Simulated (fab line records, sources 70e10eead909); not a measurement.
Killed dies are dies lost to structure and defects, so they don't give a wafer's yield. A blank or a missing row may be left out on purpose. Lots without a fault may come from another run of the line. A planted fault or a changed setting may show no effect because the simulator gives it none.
fab line records | flow nand_harc
record lots=5 wafers=15 last_day=24
route steps=1159 shown P_ZERO_WELL@44 END@1159
lots that met no fault: from a run of the same line without faults
start_h: hours from the record's first day to the start of the lot's first wafer shown | wait_h: hours since the lot's step before | " the same as in the row above | L1.1+2: a row that stands for several wafers | - no value, or no start given | * or withheld: withheld | < > ~ a bound
route shown NAME@n: a module of which the file shows steps, and the number in the route of the first | usual: mean/standard deviation of fault-free wafers | same: alike in all rows | chamber/n: place in a boat | sites: the reading at each site | _std_site: their standard deviation | _edge_site: outer sites' mean less inner sites' | radius_mm: how far each site lies from the wafer's centre | mask NAME#n: copy n | behind: the tool/chamber that last shaped the wafer | hold: why the lot was held/for how many hours/how that ended | device: the transistor (n, p or np) that didn't switch | end of line: the same wafers' tests at the end of the route | a step without rows: its recipe alone | killed: dies lost to structure and defects at the first sort, not the wafer's yield | map: a wafer's dies, x killed, . not, _ none there
set.NAME: the setting as run; set.NAME@STEP: as run at that earlier step | model.NAME: the simulator's own value behind a step, which no gauge read
lots at some steps of the route; a table a step, a row a wafer
services: from which hour (start_h, from the record's first day; less than 0 if before it) a tool's chamber was out of use, for how many hours, and why
## steps
# step NHARC_P_ZERO_WELL_CD_MEAS_37
# recipe target_cd_nm=720 landing_energy_ev=500
# usual cd_nm=720.3/2.2
# columns lot.wafer tool chamber start_h wait_h cd_nm
L971.3 cd_sem-03 0 27.98 - 718.6
L971.4 " 0 " " 719.2
L971.5 " 0 " " 719.6
L973.2 cd_sem-03 0 40.26 - 719.8
L973.3 " 0 " " 720.7
L973.4 " 0 " " 720.2
L982.2 cd_sem-02 0 94.09 - 718.9
L982.3 " 0 " " 720.0
L982.4 " 0 " " 725.3
L990.2 cd_sem-01 0 142.23 - 724.7
L990.4 " 0 " " 722.2
L990.5 " 0 " " 723.0
L991.2 cd_sem-03 0 148.11 - 717.6
L991.3 " 0 " " 720.3
L991.6 " 0 " " 719.8
# step NHARC_P_ZERO_WELL_HARDBAKE_38
# recipe temp_c=125 time_s=80
# step NHARC_P_ZERO_WELL_DESCUM_39
# recipe time_s=3 o2_flow_sccm=200 ar_flow_sccm=0 bias_power_w=0 chemistry=O2
# usual drypump_motor_current_A=5.8/0.58 oes_product_au=1.000/0.014 rf_vpp_V=57.9/1 showerhead_plenum_p_Torr=1.94/0.084 throttle_valve_pct=11.312/0.0084
# columns lot.wafer tool chamber start_h wait_h drypump_motor_current_A oes_product_au rf_hours_counter_h rf_vpp_V showerhead_plenum_p_Torr throttle_valve_pct
L971.4 rie_diel-11 0 28.15 - 4.9 1.013 0.5 58.8 2.04 11.308
L971.3 " 1 " " 5.8 0.989 0.7 57.4 1.99 11.320
L971.5 " 3 " " 6.6 0.998 - 57.7 1.97 11.301
L973.3 rie_diel-10 2 40.42 - 5.3 0.995 2.8 57.6 1.83 11.318
L973.2 " 3 " " 5.0 0.992 2.4 58.7 2.06 11.319
L973.4 " 0 " " 5.8 1.019 2.1 58.1 1.85 11.294
L982.3 rie_diel-11 0 94.26 - 4.8 0.992 3.3 58.7 2.04 11.307
L982.4 " 1 " " 5.8 1.003 4.2 58.3 1.99 11.322
L982.2 " 2 " " 6.5 1.009 4.7 56.9 1.95 11.316
L990.2 rie_diel-03 2 142.42 - 5.3 0.994 7.2 56.0 1.96 11.327
L990.5 " 3 " " 6.4 0.983 - 56.5 1.88 11.304
L990.4 " 2 " " 5.3 0.993 - 57.5 1.96 11.305
L991.2 rie_diel-10 1 148.28 - 5.7 0.981 10.4 57.1 1.85 11.312
L991.3 " 2 " " 5.3 0.987 10.1 56.8 1.83 11.312
L991.6 " 1 " " 5.7 0.981 - 58.0 1.85 11.299
# step NHARC_P_ZERO_WELL_IMPLANT_40
# recipe energy_kev=300 dose_cm2=1e+13 tilt_deg=7
# step NHARC_P_ZERO_WELL_IMPLANT_59
# recipe energy_kev=120 dose_cm2=5e+12 tilt_deg=7
# step NHARC_P_ZERO_WELL_IMPLANT_60
# recipe energy_kev=30 dose_cm2=2e+12 tilt_deg=7
# step NHARC_P_ZERO_WELL_STRIP_41
# recipe time_s=840 temp_c=130 chemistry=SPM
# step NHARC_P_ZERO_WELL_DEHYDRATE_44
# recipe temp_c=150 time_s=120
# step NHARC_P_ZERO_WELL_HMDS_45
# recipe time_s=30
# step NHARC_P_ZERO_WELL_COAT_46
# recipe spin_rpm=withheld
# step NHARC_P_ZERO_WELL_SOFTBAKE_47
# recipe temp_c=122 time_s=95
# step NHARC_P_ZERO_WELL_EBR_48
# step NHARC_P_ZERO_WELL_EXPOSE_49
# recipe na=0.6 target_cd_nm=2000 dose_mj=22.64 mask_id=P_HVPW
# columns lot.wafer tool chamber start_h wait_h mask
L971.3+4+5 krf_scanner-02 0 29.35 - P_HVPW#0
L973.2+3+4 krf_scanner-01 0 41.76 - P_HVPW_R1#0
L982.2+3+4 krf_scanner-01 0 95.45 - P_HVPW#0
L990.2+4+5 krf_scanner-01 0 143.74 - P_HVPW#0
L991.2+3+6 krf_scanner-02 0 149.60 - P_HVPW#0
# step NHARC_P_ZERO_WELL_PEB_50
# recipe peb_temp_c=118 peb_time_s=85
# step NHARC_P_ZERO_WELL_DEVELOP_51
# recipe time_s=70
# step NHARC_P_ZERO_WELL_CD_MEAS_52
# recipe target_cd_nm=2000 landing_energy_ev=500
# usual cd_nm=2000.5/2.4
# columns lot.wafer tool chamber start_h wait_h cd_nm
L971.3 cd_sem-03 0 29.50 - 1996.3
L971.4 " 0 " " 2000.3
L971.5 " 0 " " 1997.0
L973.2 cd_sem-03 0 41.91 - 1933.1
L973.3 " 0 " " 1925.6
L973.4 " 0 " " 1930.5
L982.2 cd_sem-02 0 95.60 - 1998.8
L982.3 " 0 " " 2001.7
L982.4 " 0 " " 2000.0
L990.2 cd_sem-03 0 143.90 - 1996.8
L990.4 " 0 " " 1995.8
L990.5 " 0 " " 2001.0
L991.2 cd_sem-01 0 149.76 - 2000.0
L991.3 " 0 " " 1999.8
L991.6 " 0 " " 2000.9
# step NHARC_P_ZERO_WELL_HARDBAKE_53
# recipe temp_c=125 time_s=80
# step NHARC_P_ZERO_WELL_DESCUM_54
# recipe time_s=3 o2_flow_sccm=200 ar_flow_sccm=0 bias_power_w=0 chemistry=O2
# usual drypump_motor_current_A=5.8/0.55 oes_product_au=0.999/0.013 rf_vpp_V=57.9/0.87 showerhead_plenum_p_Torr=1.94/0.079 throttle_valve_pct=11.311/0.0092
# columns lot.wafer tool chamber start_h wait_h drypump_motor_current_A oes_product_au rf_hours_counter_h rf_vpp_V showerhead_plenum_p_Torr throttle_valve_pct model.P_ZERO_WELL.cd_nm
L971.4 rie_diel-11 1 29.65 - 5.8 0.998 1 57.2 1.99 11.306 2001
L971.3 " 0 " " 4.9 1.014 0 59.8 2.04 11.313 1997
L971.5 " 2 " " 6.5 0.993 - 57.9 1.95 11.311 1997
L973.3 rie_diel-11 2 42.08 - 6.5 1.003 1 58.2 1.95 11.305 1926
L973.2 " 3 " " 6.6 0.994 1 58.6 1.97 11.298 1933
L973.4 " 0 " " 4.9 0.995 1 58.1 2.04 11.307 1931
L982.3 rie_diel-11 2 95.76 - 6.5 0.995 5 54.8 1.95 11.306 2002
L982.2 " 3 " " 6.6 0.990 4 58.4 1.97 11.312 1999
L982.4 " 0 " " 4.9 1.003 3 60.3 2.04 11.304 2000
L990.2 rie_diel-10 1 144.07 - 5.7 0.987 10 57.3 1.85 11.307 1996
L990.4 " 3 " " 5.0 1.001 10 58.3 2.06 11.306 1997
L990.5 " 0 " " 5.8 1.012 - 56.8 1.85 11.322 2001
L991.3 rie_diel-11 1 149.92 - 5.8 0.984 8 58.5 1.99 11.311 2000
L991.2 " 3 " " 6.6 0.986 8 57.3 1.97 11.304 2000
L991.6 " 1 " " 5.8 0.992 - 59.1 1.99 11.303 2000
# step NHARC_P_ZERO_WELL_IMPLANT_55
# recipe energy_kev=180 dose_cm2=8e+11 tilt_deg=7
# step NHARC_END_SORT_01
# recipe temp_c=25
# usual killed_at_array=25/7.8 killed_at_other=0.6/0.81 killed_at_periphery=3.3/2.2 killed_dies=29/8.2 killed_open=3.5/1.9 killed_short=1.8/1.3
# same gross_dies=677
# columns lot.wafer tool chamber start_h wait_h killed_at_array killed_at_other killed_at_periphery killed_dies killed_open killed_short
L971.3 prober-02 0 455.55 3.1 20 0 8 28 4 1
L971.4 prober-02 0 456.34 3.3 26 0 3 29 2 2
L971.5 prober-02 0 457.12 3.6 25 0 3 28 4 3
L973.2 prober-02 0 472.05 2.8 25 3 3 31 3 2
L973.3 prober-02 0 472.85 3.1 26 3 1 30 1 2
L973.4 prober-02 0 473.64 3.4 23 0 2 25 2 1
L982.2 prober-01 0 503.54 2.8 19 1 3 23 0 3
L982.3 prober-01 0 504.35 3.1 24 1 1 26 4 4
L982.4 prober-01 0 505.15 3.4 20 1 4 25 4 1
L990.2 prober-01 0 557.81 2.8 19 0 3 22 2 1
L990.4 prober-01 0 559.38 3.4 25 0 0 25 3 4
L990.5 prober-01 0 560.17 3.6 36 1 0 37 7 2
L991.2 prober-02 0 575.32 2.8 36 1 2 39 4 3
L991.3 prober-02 0 576.13 3.1 38 1 5 44 9 4
L991.6 prober-02 0 578.55 4.0 38 0 2 40 1 2
# killed by level:class
L971.3 A_CHANNEL_HOLE_D1:chamber_film_flake=6 P_ZERO_WELL:chamber_film_flake=4 A_CONTACT:chamber_film_flake=4 A_STAIRCASE:chamber_film_flake=3 A_CONTACT:geometric_particle:open=2 P_STI:chamber_film_flake=2 P_GATE:geometric_particle:open=1 A_WL_FILL:geometric_particle:open=1
L971.4 A_CHANNEL_HOLE_D1:chamber_film_flake=8 A_STAIRCASE:chamber_film_flake=6 A_M0:chamber_film_flake=3 A_SGD_CUT:chamber_film_flake=2 A_CONTACT:chamber_film_flake=2 P_M0:geometric_particle:open=1 A_CHANNEL_HOLE_D1:geometric_particle:short=1 A_WL_FILL:geometric_particle:short=1
L971.5 A_CHANNEL_HOLE_D1:chamber_film_flake=5 A_STAIRCASE:chamber_film_flake=5 A_M0:chamber_film_flake=5 A_ONON_D1:geometric_particle:short=2 A_SGD_CUT:chamber_film_flake=2 A_WL_FILL:chamber_film_flake=2 P_GATE:geometric_particle:open=1 P_CONTACT:geometric_particle:open=1
L973.2 A_CHANNEL_HOLE_D1:chamber_film_flake=8 A_SLIT:chamber_film_flake=6 A_STAIRCASE:chamber_film_flake=5 THIN_TSV:chamber_film_flake=3 A_WL_FILL:chamber_film_flake=2 P_CONTACT:geometric_particle:short=1 P_M0:geometric_particle:open=1 A_ONON_D1:geometric_particle:short=1
L973.3 A_CHANNEL_HOLE_D1:chamber_film_flake=12 A_SLIT:chamber_film_flake=11 THIN_TSV:chamber_film_flake=2 A_SGD_CUT:geometric_particle:short=1 A_BLC:geometric_particle:open=1 P_GATE:chamber_film_flake=1 STARTING-WAFER:geometric_particle:short=1 A_CONTACT:chamber_film_flake=1
L973.4 A_SLIT:chamber_film_flake=7 A_CHANNEL_HOLE_D1:chamber_film_flake=7 A_CONTACT:chamber_film_flake=4 P_STI:chamber_film_flake=2 A_ONON_D1:geometric_particle:short=1 A_WL_FILL:geometric_particle:open=1 A_M0:geometric_particle:open=1 A_STAIRCASE:chamber_film_flake=1
L982.2 A_CHANNEL_HOLE_D1:chamber_film_flake=14 A_CHANNEL_FILL_D1:geometric_particle:short=1 A_M0:geometric_particle:short=1 P_ZERO_WELL:chamber_film_flake=1 P_M1:chamber_film_flake=1 P_BONDPAD:chamber_film_flake=1 STARTING-WAFER:geometric_particle:short=1 A_STAIRCASE:chamber_film_flake=1
L982.3 A_CHANNEL_HOLE_D1:chamber_film_flake=16 A_WL_FILL:geometric_particle:short=2 A_CHANNEL_FILL_D1:geometric_particle:open=1 A_CHANNEL_FILL_D1:geometric_particle:short=1 A_CONTACT:geometric_particle:short=1 A_CONTACT:geometric_particle:open=1 A_BLC:geometric_particle:open=1 P_CONTACT:chamber_film_flake=1
L982.4 A_CHANNEL_HOLE_D1:chamber_film_flake=13 P_ZERO_WELL:chamber_film_flake=3 P_M0:geometric_particle:open=1 A_CHANNEL_HOLE_D1:geometric_particle:open=1 A_CHANNEL_FILL_D1:geometric_particle:open=1 A_WL_FILL:geometric_particle:short=1 A_BLC:geometric_particle:open=1 A_STAIRCASE:chamber_film_flake=1
L990.2 A_CONTACT:chamber_film_flake=11 A_CHANNEL_HOLE_D1:chamber_film_flake=5 P_GATE:geometric_particle:open=1 A_CHANNEL_FILL_D1:geometric_particle:open=1 A_CHANNEL_FILL_D1:geometric_particle:short=1 P_M0:chamber_film_flake=1 P_BONDPAD:chamber_film_flake=1 A_STAIRCASE:chamber_film_flake=1
L990.4 A_CONTACT:chamber_film_flake=14 A_ONON_D1:geometric_particle:short=3 A_CHANNEL_HOLE_D1:chamber_film_flake=3 A_ONON_D1:geometric_particle:open=1 A_CHANNEL_FILL_D1:geometric_particle:open=1 A_WL_FILL:geometric_particle:short=1 A_M0:geometric_particle:open=1 A_STAIRCASE:chamber_film_flake=1
L990.5 A_CONTACT:chamber_film_flake=17 A_STAIRCASE:chamber_film_flake=6 A_CHANNEL_HOLE_D1:chamber_film_flake=5 A_M0:geometric_particle:open=2 A_ONON_D1:geometric_particle:short=1 A_CHANNEL_HOLE_D1:geometric_particle:open=1 A_SGD_CUT:geometric_particle:open=1 A_WL_FILL:geometric_particle:open=1
L991.2 A_SLIT:chamber_film_flake=13 A_CHANNEL_HOLE_D1:chamber_film_flake=9 A_CONTACT:chamber_film_flake=4 A_STAIRCASE:chamber_film_flake=3 P_M0:geometric_particle:open=1 P_M0:geometric_particle:short=1 A_ONON_D1:geometric_particle:short=1 A_WL_FILL:geometric_particle:short=1
L991.3 A_SLIT:chamber_film_flake=16 A_CHANNEL_HOLE_D1:chamber_film_flake=7 A_STAIRCASE:chamber_film_flake=4 P_M0:geometric_particle:open=3 A_CONTACT:chamber_film_flake=3 A_CHANNEL_FILL_D1:geometric_particle:short=2 A_CONTACT:geometric_particle:open=2 P_STI:geometric_particle:short=1
L991.6 A_SLIT:chamber_film_flake=16 A_CONTACT:chamber_film_flake=8 A_CHANNEL_HOLE_D1:chamber_film_flake=6 A_STAIRCASE:chamber_film_flake=3 P_GATE:chamber_film_flake=2 A_SOURCE_PLATE:geometric_particle:short=1 A_CHANNEL_FILL_D1:geometric_particle:open=1 A_CHANNEL_FILL_D1:geometric_particle:short=1
## services
# columns tool chamber start_h hours kind
rie_diel-11 - 12.50 9.0 pm
rie_diel-11 0 12.50 9.0 vent_cycle
rie_diel-11 1 12.50 9.0 vent_cycle
rie_diel-11 2 12.50 9.0 vent_cycle
rie_diel-11 3 12.50 9.0 vent_cycle
rie_diel-11 0 21.50 - clean
rie_diel-11 1 21.50 - clean
rie_diel-11 2 21.50 - clean
rie_diel-11 3 21.50 - clean
rie_diel-03 - 22.27 1.0 repair
krf_scanner-01 - 30.29 0.9 repair
krf_scanner-02 - 38.00 4.0 pm
rie_diel-03 - 38.30 9.0 pm
rie_diel-11 0 46.02 - clean
rie_diel-11 1 46.02 - clean
rie_diel-11 2 46.02 - clean
rie_diel-11 3 46.02 - clean
rie_diel-11 0 56.40 16.5 repair
krf_scanner-01 - 82.24 0.6 repair
krf_scanner-01 - 84.00 4.0 pm
rie_diel-11 - 101.03 0.3 repair
rie_diel-03 - 101.96 1.0 repair
rie_diel-03 0 111.83 30.8 repair
rie_diel-11 2 128.29 6.4 repair
## key
first_sign step=NHARC_P_ZERO_WELL_EXPOSE_49 reading=mask direction=changed
effect step=NHARC_P_ZERO_WELL_CD_MEAS_52 reading=cd_nm direction=down sigmas=29 usual=2000.5 struck=1929.7
model_effect step=NHARC_P_ZERO_WELL_DESCUM_54 value=P_ZERO_WELL.cd_nm without=1999 struck=1930
met_at NHARC_P_ZERO_WELL_EXPOSE_49
struck_wafers L973.2,L973.3,L973.4
tester_left_out L973
fault kind=wrong_mask tool=any chamber=- onset_h=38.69 steps=NHARC_P_ZERO_WELL_EXPOSE_49 aux_copy=P_HVPW_R1#0 cd_offset_nm=-69.458 scope=struck_lots_only
# tester_left_out: of these lots the tester's yield and bins aren't shown, on N5 and GAA mostly nor the transistor test; their killed dies are dies lost to structure and defects alone, not to doping, threshold or leakage, so they don't give the yield
